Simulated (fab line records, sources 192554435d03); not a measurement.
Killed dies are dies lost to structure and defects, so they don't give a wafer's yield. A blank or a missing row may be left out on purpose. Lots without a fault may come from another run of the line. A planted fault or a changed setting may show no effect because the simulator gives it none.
fab line records | flow n5_finfet
record lots=4 wafers=12 last_day=18
route steps=1938 shown BEOL_M13@1688 BEOL_M14@1716 PASSIVATION@1936
lots that met no fault: from a run of the same line without faults
start_h: hours from the record's first day to the start of the lot's first wafer shown | wait_h: hours since the lot's step before | " the same as in the row above | L1.1+2: a row that stands for several wafers | - no value, or no start given | * or withheld: withheld | < > ~ a bound
route shown NAME@n: a module of which the file shows steps, and the number in the route of the first | usual: mean/standard deviation of fault-free wafers | same: alike in all rows | chamber/n: place in a boat | sites: the reading at each site | _std_site: their standard deviation | _edge_site: outer sites' mean less inner sites' | radius_mm: how far each site lies from the wafer's centre | mask NAME#n: copy n | behind: the tool/chamber that last shaped the wafer | hold: why the lot was held/for how many hours/how that ended | device: the transistor (n, p or np) that didn't switch | end of line: the same wafers' tests at the end of the route | a step without rows: its recipe alone | killed: dies lost to structure and defects at the first sort, not the wafer's yield | map: a wafer's dies, x killed, . not, _ none there
set.NAME: the setting as run; set.NAME@STEP: as run at that earlier step | model.NAME: the simulator's own value behind a step, which no gauge read
lots at some steps of the route; a table a step, a row a wafer
services: from which hour (start_h, from the record's first day; less than 0 if before it) a tool's chamber was out of use, for how many hours, and why
## steps
# step N5_BEOL_M13_HARDBAKE_32
# recipe temp_c=130 time_s=120
# step N5_BEOL_M13_DESCUM_33
# recipe chemistry=O2 time_s=7.9 source_power_w=50 bias_power_w=20 pressure_mtorr=20 rf_frequency_hz=2.712e+07 temp_c=40 o2_flow_sccm=225
# step N5_BEOL_M13_ETCH_67
# recipe chemistry=CF4 target=SiARC target_depth_a=1430 time_s=238.3 ion_energy_ev=80 pressure_mtorr=40 source_w=545 bias_w=36 Ar_flow_sccm=100 cf4_flow_sccm=100 ends=cleared
# step N5_BEOL_M13_ETCH_68
# recipe chemistry=N2/H2 target=SOC mask_material=SiARC source_w=3000 bias_w=350 temp_c=40 time_s=355 ion_energy_ev=200 pressure_mtorr=30 n2_flow_sccm=200 h2_flow_sccm=200
# step N5_BEOL_M13_STRIP_69
# recipe chemistry=N2/H2 temp_c=40 n2_flow_sccm=200 h2_flow_sccm=200 rf_frequency_hz=6e+07
# step N5_BEOL_M13_TRENCH_ETCH_34
# recipe chemistry=C4F8/O2/Ar target=SiOC target_depth_a=4134.7 mask_material=SOC pressure_mtorr=30 source_w=3000 bias_w=700 Ar_flow_sccm=400 C4F8_flow_sccm=15 O2_flow_sccm=8 he_inner_torr=15 he_outer_torr=30 time_s=162.6 ion_energy_ev=250
# step N5_BEOL_M13_STRIP_70
# recipe chemistry=C4F8/O2/Ar resist=SiARC rf_frequency_hz=6e+07
# step N5_BEOL_M13_STRIP_37
# recipe chemistry=N2/H2 power_w=1000 temp_c=250 h2_frac=0.65 overash_fraction=0.3 pressure_mtorr=withheld n2_flow_sccm=1750 h2_flow_sccm=3250
# step N5_BEOL_M13_ETCH_38
# recipe chemistry=CF4/N2 target=SiCN target_depth_a=675 taper_deg=2 time_s=71.9 ion_energy_ev=150 mask_material=SiO2 pressure_mtorr=40 source_w=430 bias_w=70 Ar_flow_sccm=100 cf4_flow_sccm=60 n2_flow_sccm=60
# usual drypump_motor_current_A=5.6/0.42 oes_product_au=0.79/0.092 rf_vpp_V=381.9/1.8 showerhead_plenum_p_Torr=2.20/0.058 throttle_valve_pct=15.46/0.24
# columns lot.wafer tool chamber start_h wait_h drypump_motor_current_A oes_product_au rf_hours_counter_h rf_vpp_V showerhead_plenum_p_Torr throttle_valve_pct
L966.2 rie_diel-05 2 331.78 - 6.2 0.81 98 383.8 2.22 15.14
L966.3 " 0 " " 5.3 0.80 122 382.0 2.13 15.20
L966.6 " 3 " " 5.1 0.90 - 380.3 2.17 15.37
L967.2 rie_diel-02 0 335.87 - 5.1 0.67 228 384.2 2.28 15.89
L967.3 " 1 " " 5.7 0.78 92 380.0 2.14 15.59
L967.4 " 2 " " 6.0 0.74 205 383.5 2.18 15.52
L974.3 rie_diel-05 1 380.07 - 5.6 0.97 10 383.8 2.25 15.08
L974.5 " 1 " " 5.6 0.97 - 384.4 2.25 15.08
L974.6 " 2 " " 6.2 0.79 - 383.1 2.21 15.18
L973.1 rie_diel-05 2 391.64 - 6.2 0.78 119 381.1 2.21 15.19
L973.2 " 3 " " 5.1 0.88 43 382.2 2.17 15.42
L973.3 " 1 " " 5.6 0.97 13 382.8 2.25 15.09
# step N5_BEOL_M13_PRECLEAN_39
# recipe chemistry=residue_remover time_s=60 temp_c=40
# step N5_BEOL_M13_SRD_40
# recipe time_s=30 temp_c=23 rinse_liquid=diw dry=n2_spin spin_rpm=1500 dry_time_s=30
# step N5_BEOL_M13_DEGAS_41
# recipe ambient=vacuum temp_c=250 time_s=60
# step N5_BEOL_M13_PRE_CLEAN_42
# recipe gas=H2/He time_s=30 temp_c=250
# step N5_BEOL_M13_SPUTTER_43
# recipe material=TaN target_thk_a=150 temp_c=50 bias_v=168.6 power_w=15000 chamber_pressure_pa=0.12 time_s=24.19
# step N5_BEOL_M13_SPUTTER_44
# recipe material=Ta target_thk_a=100 temp_c=50 bias_v=80 power_w=15000 chamber_pressure_pa=0.07 time_s=16.13
# step N5_BEOL_M13_SPUTTER_45
# recipe material=Cu target_thk_a=800 temp_c=-20 bias_v=60 power_w=26000 chamber_pressure_pa=0.13 time_s=13.33
# step N5_BEOL_M13_ECD_47
# recipe material=Cu target_thk_a=9360
# step N5_BEOL_M13_ANNEAL_48
# recipe temp_c=225 time_s=90 ambient=N2
# step N5_BEOL_M13_CMP_49
# recipe stop_on=SiOC t_overpolish_s=17.1 down_force_psi=1 platen_rpm=50 clearing_platen_down_force_psi=1.5 clearing_platen_rpm=50 post_cmp_clean=cu_alkaline target_thk_nm=420 clearing_platen_pad_velocity_m_s=0.99484 pad_velocity_m_s=0.99484
# step N5_BEOL_M13_PRE_CLEAN_52
# recipe gas=NH3 time_s=15 temp_c=withheld rf_power_w=300
# step N5_BEOL_M13_DEP_53
# recipe material=SiCN target_thk_a=500 temp_c=withheld precursor=3MS/NH3 pressure_torr=3 rf_w=675 time_s=17.8
# step N5_BEOL_M14_ILD_DEP_00
# recipe material=SiO2 target_thk_a=11193 temp_c=400 precursor=TEOS/O2 pressure_torr=6.5 rf_w=900 teos_flow_sccm=161.4 gas=O2 flow_sccm=2650 time_s=237.4
# step N5_BEOL_M14_COAT_58
# recipe resist=BARC temp_c=205 time_s=60 spin_rpm=1500 resist_thk_nm=89
# step N5_BEOL_M14_COAT_04
# recipe spin_rpm=1704 resist_thk_nm=800
# step N5_BEOL_M14_EBR_06
# recipe solvent=PGMEA ebr_width_mm=1.5
# step N5_BEOL_M14_SOFTBAKE_05
# recipe temp_c=130 time_s=60
# step N5_BEOL_M14_EXPOSE_07
# recipe mask_id=V13 na=0.8 source_shape=annular sigma_inner=0.5 sigma_outer=0.8 polarization=unpolarized attpsm_phase_deg=180 dose_mj=57
# step N5_BEOL_M14_PEB_08
# recipe peb_temp_c=130 peb_time_s=90
# step N5_BEOL_M14_DEVELOP_09
# recipe develop_time_s=45 rinse_liquid=diw dry=air_spin dev_temp_c=21
# step N5_BEOL_M14_HARDBAKE_14
# recipe temp_c=130 time_s=120
# step N5_BEOL_M14_DESCUM_15
# recipe chemistry=O2 time_s=7.9 source_power_w=50 bias_power_w=20 pressure_mtorr=20 rf_frequency_hz=2.712e+07 temp_c=40 o2_flow_sccm=225
# step N5_PASSIVATION_PROBE_49
# usual defect_limited_yield=91.0/1.5 killed_at_M0_to_M3=35/11 killed_at_M4_up=13/5 killed_at_contacts=12/5.9 killed_at_front_end=42/13 killed_at_other=3/3.2 killed_dies=106/18 killed_open=69/13 killed_short=35/8.9 sort_bin_5_function=5.2/0.95 sort_bin_6_memory=3.3/0.71 sort_n_pass=1074/18 sort_yield_pct=91.0/1.5
# same gross_dies=1180 killed_at_back_side=0 sort_bin_4_leakage[%]=0 sort_bin_8_speed[%]=0
# columns lot.wafer tool chamber start_h wait_h defect_limited_yield[%] killed_at_M0_to_M3 killed_at_M4_up killed_at_contacts killed_at_front_end killed_at_other killed_dies killed_open killed_short sort_bin_5_function[%] sort_bin_6_memory[%] sort_n_pass sort_yield_pct[%]
L966.2 prober-02 - 363.32 0.1 90.8 54 8 7 34 5 108 67 36 4.7 3.7 1072 90.8
L966.3 prober-02 - 363.37 0.1 89.7 65 17 5 30 4 121 72 48 6.0 3.5 1059 89.7
L966.6 prober-02 - 363.52 0.3 91.9 42 23 7 18 6 96 54 42 5.3 2.1 1084 91.9
L967.2 prober-01 - 366.89 0.1 92.5 37 6 3 37 5 88 61 27 4.1 3.1 1092 92.5
L967.3 prober-01 - 366.94 0.1 90.1 44 23 9 35 6 117 82 34 6.0 3.6 1063 90.1
L967.4 prober-01 - 366.99 0.2 93.5 32 8 3 29 5 77 48 27 4.0 2.3 1103 93.5
L974.3 prober-02 - 414.19 0.1 83.0 39 106 6 47 3 201 75 27 10.5 4.2 979 83.0
L974.5 prober-02 - 414.29 0.2 84.3 25 106 6 45 3 185 61 28 10.8 3.5 995 84.3
L974.6 prober-02 - 414.34 0.3 82.2 29 117 10 51 3 210 64 25 11.0 4.7 970 82.2
L973.1 prober-02 - 420.42 0.0 83.7 36 103 10 40 3 192 65 28 10.5 4.2 988 83.7
L973.2 prober-02 - 420.47 0.1 86.0 54 75 1 33 2 165 54 37 8.7 3.7 1015 86.0
L973.3 prober-02 - 420.52 0.1 83.9 38 107 13 31 1 190 66 32 9.2 4.6 990 83.9
# killed by level:class
L966.2 BEOL_M0_SAQP:geometric_particle:open=13 BEOL_M0_SAQP:geometric_particle:short=11 BEOL_M2:geometric_particle:short=9 DUMMY_GATE:geometric_particle:open=8 BEOL_M2:geometric_particle:open=6 BEOL_M3:geometric_particle:open=6 MOL_CONTACT_COAG:geometric_particle:open=5 HKMG_FIN:area_etch=5
L966.3 BEOL_M0_SAQP:geometric_particle:short=16 BEOL_M3:geometric_particle:open=13 BEOL_M0_SAQP:geometric_particle:open=11 BEOL_M1:geometric_particle:open=10 GATE_CUT:geometric_particle:short=7 MOL_CONTACT_COAG:geometric_particle:open=5 ILD0:geometric_particle:open=5 BEOL_M1:geometric_particle:short=5
L966.6 BEOL_M0_SAQP:geometric_particle:short=12 BEOL_M2:geometric_particle:short=11 BEOL_M5:geometric_particle:open=9 MOL_CONTACT_COAG:geometric_particle:open=5 BEOL_M3:geometric_particle:open=5 FIN_SAQP:geometric_particle:open=4 BEOL_M0_SAQP:geometric_particle:open=4 BEOL_M6:geometric_particle:open=4
L967.2 BEOL_M0_SAQP:geometric_particle:open=11 BEOL_M2:geometric_particle:open=8 DUMMY_GATE:geometric_particle:open=7 DUMMY_GATE:geometric_particle:short=7 BEOL_M1:geometric_particle:open=5 FIN_SAQP:geometric_particle:open=4 STI_FIN_REVEAL:geometric_particle:open=4 BEOL_M0_SAQP:geometric_particle:short=4
L967.3 BEOL_M4:geometric_particle:open=16 DUMMY_GATE:geometric_particle:open=11 BEOL_M0_SAQP:geometric_particle:open=11 MOL_CONTACT_COAG:geometric_particle:open=8 BEOL_M0_SAQP:geometric_particle:short=8 BEOL_M3:geometric_particle:open=8 BEOL_M2:geometric_particle:open=6 STI_FIN_REVEAL:geometric_particle:open=4
L967.4 BEOL_M2:geometric_particle:open=9 STI_FIN_REVEAL:geometric_particle:open=8 GATE_CUT:geometric_particle:short=6 BEOL_M1:geometric_particle:open=6 BEOL_M3:geometric_particle:open=6 FIN_SAQP:geometric_particle:short=4 BEOL_M2:geometric_particle:short=3 MOL_CONTACT_COAG:geometric_particle:open=3
L974.3 BEOL_M13:unspecified=90 BEOL_M0_SAQP:geometric_particle:short=10 STI_FIN_REVEAL:geometric_particle:open=9 BEOL_M3:geometric_particle:open=9 BEOL_M0_SAQP:geometric_particle:open=9 HKMG_FIN:area_etch=9 FIN_SAQP:geometric_particle:open=8 BEOL_M4:geometric_particle:open=8
L974.5 BEOL_M13:unspecified=91 DUMMY_GATE:geometric_particle:open=11 FIN_SAQP:geometric_particle:open=9 FIN_SAQP:geometric_particle:short=8 BEOL_M4:geometric_particle:open=7 BEOL_M0_SAQP:geometric_particle:open=6 MOL_CONTACT_COAG:geometric_particle:open=5 BEOL_M0_SAQP:geometric_particle:short=5
L974.6 BEOL_M13:unspecified=108 FIN_SAQP:geometric_particle:open=11 HKMG_FIN:area_etch=11 BEOL_M3:geometric_particle:open=9 STI_FIN_REVEAL:geometric_particle:open=8 MOL_CONTACT_COAG:geometric_particle:open=8 BEOL_M0_SAQP:geometric_particle:open=6 BEOL_M2:geometric_particle:open=6
L973.1 BEOL_M13:unspecified=98 FIN_SAQP:geometric_particle:open=12 BEOL_M3:geometric_particle:open=9 MOL_CONTACT_COAG:geometric_particle:open=8 BEOL_M0_SAQP:geometric_particle:open=8 BEOL_M1:geometric_particle:open=8 FIN_SAQP:geometric_particle:short=6 DUMMY_GATE:geometric_particle:open=6
L973.2 BEOL_M13:unspecified=70 BEOL_M0_SAQP:geometric_particle:short=19 BEOL_M3:geometric_particle:open=13 BEOL_M0_SAQP:geometric_particle:open=11 FIN_SAQP:geometric_particle:open=7 FIN_SAQP:geometric_particle:short=6 STI_FIN_REVEAL:geometric_particle:open=5 BEOL_M1:geometric_particle:open=4
L973.3 BEOL_M13:unspecified=91 BEOL_M0_SAQP:geometric_particle:short=11 MOL_CONTACT_COAG:geometric_particle:open=9 FIN_SAQP:geometric_particle:open=8 BEOL_M0_SAQP:geometric_particle:open=8 BEOL_M3:geometric_particle:open=7 GATE_CUT:geometric_particle:open=6 BEOL_M1:geometric_particle:open=5
# map L973.1 (x killed, . not)
_________________........x...________________
______________.................x_____________
___________...x.......x..x.........__________
__________..........x..............._________
________x...x................x........_______
_______............x...................______
______x...............xx..x............._____
_____.x............................x.....____
____.........x.....x....x........x....x...___
___.........x..............x............x..__
___......x...................x.............__
__..x...........x....................xx....._
__..x......................................._
_.x...........x......................x.......
_....x...........x...............x..........x
_.......x.......x...x.........x..............
_x......x.x...........................x......
_x..xx...............................x.......
_....x..........x...x....x..x...x.......x....
_.................x.......x......x...........
_......x...........x...xx.x..xx...x..........
__...x..x..........x..x.xxxxxxx...x........._
__...x.........x.....xxxxxxxxxxx.........x.._
___.........x....x...xxxxxxxxx..x.x........__
___..x.....x........x.xxxxxxxxxx...........__
____...........x.x.xxxxxxxxxxxxx.........x___
_____.......xx..xxx..xxxxxxxxxx.xxxx.....____
______..............xx.xxxxxxxxx..xx...._____
_______.x........x.x..xx.xxxx..........______
________...........x.x.x.x..x..x..x..._______
__________x................x.xx....._________
___________........x......xx.......__________
______________..........x......._____________
_________________............________________
# map L974.6 (x killed, . not)
_________________.....x....x.________________
______________x...x...........x._____________
___________......................xx__________
__________.........................._________
________.....x.....x.................._______
_______................................______
______.................x.........x....x._____
_____...........x.x.x.....x...........xxx____
____x...x...x.....................x.x.....___
___.....x............x....................x__
___..........................x.............__
__..x................x......................_
__...............x.x...x...........x........_
_...x.....x.................................x
_.......x.....x..............................
_............x..................x........x...
_.....x.............x.......x...x............
_......xx.........x.......x...............x.x
_.......x.x..................x.x............x
_xx..............x......x....x.x..x...x......
_.....................x.xxxxxx.x.............
__......x.........x.x.xx.xxxx.x.xx.........._
__........x.xx......xxxxxxxxxxxxxx.x.x......_
___......x...x.....xxxxxxxxxxxxx...........__
___..........x.....xx.xxxxxxxxxxx..x....x.x__
____....x...........xxxxxxxxxxxxx.xx.....x___
_____................xxxxxxxxxx....x.....____
______.............xxxxxx.xxxxxx.x......_____
_______x.............xxxxxxxxxx.x....x.______
________...x.......x.xx.xx..x....x...x_______
__________...........x.x..x...x....._________
___________x.....x...x.............__________
______________....x............._____________
_________________...x.....x.x________________
## services
# columns tool chamber start_h hours kind
rie_diel-05 3 319.91 10.7 repair
rie_diel-02 1 328.63 4.6 repair
rie_diel-05 1 330.59 - clean
rie_diel-05 1 330.59 - consumable_replace:focus_ring
rie_diel-05 1 330.59 19.4 scheduled_down
rie_diel-05 1 330.59 19.4 vent_cycle
rie_diel-02 0 358.37 6.8 repair
rie_diel-05 - 361.43 1.6 repair
rie_diel-02 - 370.37 2.8 pm
## key
first_sign step=N5_PASSIVATION_PROBE_49 reading=killed_at_M4_up direction=up sigmas=18 usual=13 struck=102
effect step=N5_PASSIVATION_PROBE_49 reading=defect_limited_yield direction=down sigmas=4.7 usual=91.0 struck=83.9
more_kills_born_at N5_BEOL_M13_ETCH_38@rie_diel-05=548
met_at N5_BEOL_M13_ETCH_38
struck_wafers L973.1,L973.2,L973.3,L974.3,L974.5,L974.6
baseline_loss step=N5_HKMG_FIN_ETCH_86 wafers=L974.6
onset_between 331.78 380.07
also_fits time
fault kind=chamber_particle_source tool=rie_diel-05 chamber=- onset_h=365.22 steps=N5_BEOL_M13_ETCH_38 rate_per_visit_cm2=0.44345 end_h=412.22
# baseline_loss: these wafers lose ten dies or more at that step, a loss of the line's own and not of a fault; the sort's usual values leave them out
